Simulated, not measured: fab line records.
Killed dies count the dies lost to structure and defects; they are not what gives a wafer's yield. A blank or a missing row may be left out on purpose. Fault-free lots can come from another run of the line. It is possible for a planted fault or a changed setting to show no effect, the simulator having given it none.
Split-lot experiment	flow n5 finfet	21 wafers read from 7 lots, route of 1938 steps

## SPLIT DETAILS
At N5_BEOL_M5_HM_DEP_02 (deposits TiN, target thk 20 nm), the setting target thk a was moved away from the recipe's 200 angstrom on 6 of the 21 wafers read, by -13.1% to +9.9%. For the rest of the wafers, this setting stayed at what the recipe calls for.

## FROM THE SPLIT TO THE READING: what the file shows between them, 9 steps
- N5_BEOL_M5_COAT_59: time 60 s, resist thk 60 nm (also split here: temp c)
- N5_BEOL_M5_COAT_60: time 60 s, resist thk 12 nm
- N5_BEOL_M5_COAT_71: time 60 s, resist thk 5 nm
- N5_BEOL_M5_STRIP_73: strips in N2/H2
- N5_BEOL_M5_STRIP_64: strips in CF4
- N5_BEOL_M5_HM_OPEN_17: chemistry Cl2/BCl3, target TiN, target depth 20 nm, overetch 6 nm
- N5_BEOL_M5_STRIP_19: strips in O2
- N5_BEOL_M5_STRIP_85: strips in C4F6/O2
- N5_BEOL_M5_STRIP_36: strips in N2/H2

## THE READING
TiN_of_BEOL_M5_HM_DEP_02.thk nm (the simulator's own value, which no gauge read), in nm, at N5_BEOL_M5_TRENCH_ETCH_37 (etches SiCOH lowk in C4F6/O2, target depth 71.652 nm, time 24.7 s). The file does not state a usual value for it. Across the 15 wafers here that went through the recipe, the average is 17.9 nm and the standard deviation 0.16 nm.

wafer	tool, chamber at the split	target thk a as run, angstrom	against the recipe	TiN_of_BEOL_M5_HM_DEP_02.thk nm, nm	against lot-mates on the recipe
L075.1	pvd sputter-02, -	200	recipe	17.8	-
L075.6	pvd sputter-02, -	200	recipe	17.8	-
L075.3	pvd sputter-02, -	211.7	+5.8%	19.2	+1.4
L080.1	pvd sputter-01, -	200	recipe	18	-
L080.2	pvd sputter-01, -	200	recipe	18.2	-
L080.4	pvd sputter-01, -	218	+9.0%	20	+1.9
L082.2	pvd sputter-03, -	200	recipe	17.6	-
L082.4	pvd sputter-03, -	210.9	+5.4%	18.8	+1.2
L082.6	pvd sputter-03, -	210.9	+5.4%	18.6	+1.0
L091.2	pvd sputter-01, -	200	recipe	17.8	-
L091.3	pvd sputter-01, -	200	recipe	18	-
L091.4	pvd sputter-01, -	219.9	+9.9%	20	+2.1
L097.1	pvd sputter-03, -	200	recipe	18.2	-
L097.2	pvd sputter-03, -	200	recipe	17.8	-
L097.3	pvd sputter-03, -	200	recipe	18	-
L096.1	pvd sputter-01, -	200	recipe	18	-
L096.5	pvd sputter-01, -	200	recipe	18	-
L096.4	pvd sputter-01, -	173.8	-13.1%	15.4	-2.6
L095.2	pvd sputter-01, -	200	recipe	18	-
L095.3	pvd sputter-01, -	200	recipe	18	-
L095.4	pvd sputter-01, -	200	recipe	17.8	-

FIT RESULTS
A straight line over all 21 wafers: TiN_of_BEOL_M5_HM_DEP_02.thk nm changes by +0.198 nm for each +1% of target thk a; r = +0.98; the points scatter about the line by 0.19 nm.
The same after taking each lot's own level away (the mean of its wafers on the recipe; 21 wafers): +0.206 nm for each +1%; r = +0.99; scatter 0.11 nm.
On that fit, the largest move of target thk a shifts the reading by 2.7 nm.
Measured against the standard deviation above, the lots' own levels, which go from 17.60 to 18.10 nm, span 3.2 times it.
The two slopes agree, so the slope changes little with the lot-to-lot level.
Check: -2.78 nm against its lot-mates is what the line predicts for one of the wafers moved furthest among these (-13.1%) when that wafer is left out of the fit. Against them it came out at -2.6 nm.

## OTHER SPLITS APPLIED TO THESE WAFERS
Note: prior to the reading, these wafers also went through further splits. Each is held against what the fit with the lots' levels taken away leaves over:
other split on the same wafers	wafers away from the commonest value	r with TiN_of_BEOL_M5_HM_DEP_02.thk nm (lot level and that fit taken away)
N5_BEOL_M2_TRENCH_ETCH_37 bias w	5	-0.33
N5_BEOL_M4_DESCUM_16 time s	8	-0.14
N5_BEOL_M4_COAT_76 spin rpm	3	-0.22
N5_BEOL_M4_TRENCH_ETCH_37 bias w	7	-0.06
N5_BEOL_M5_COAT_59 temp c	7	-0.07

## THE WHOLE CHAIN: every reading that the file lists as answering this split, in the file's order
step	what it does	reading	change (the file's fit)	r (the file's)
N5_BEOL_M5_HM_DEP_02	deposits TiN, target thk 20 nm	TiN_of_BEOL_M5_HM_DEP_02.thk nm (the simulator's own value, which no gauge read)	+0.2 nm for each +1% of the setting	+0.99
N5_BEOL_M5_HM_OPEN_17	chemistry Cl2/BCl3, target TiN, target depth 20 nm, overetch 6 nm	etch.depth nm (the simulator's own value, which no gauge read)	+0.202 nm for each +1% of the setting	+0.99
N5_BEOL_M5_TRENCH_ETCH_37	etches SiCOH lowk in C4F6/O2, target depth 71.652 nm, time 24.7 s	TiN_of_BEOL_M5_HM_DEP_02.thk nm (the simulator's own value, which no gauge read)	+0.208 nm for each +1% of the setting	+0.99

## FILE'S OWN FIT
TiN_of_BEOL_M5_HM_DEP_02.thk nm changes by +0.208 nm for each +1% of target thk a, r = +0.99.
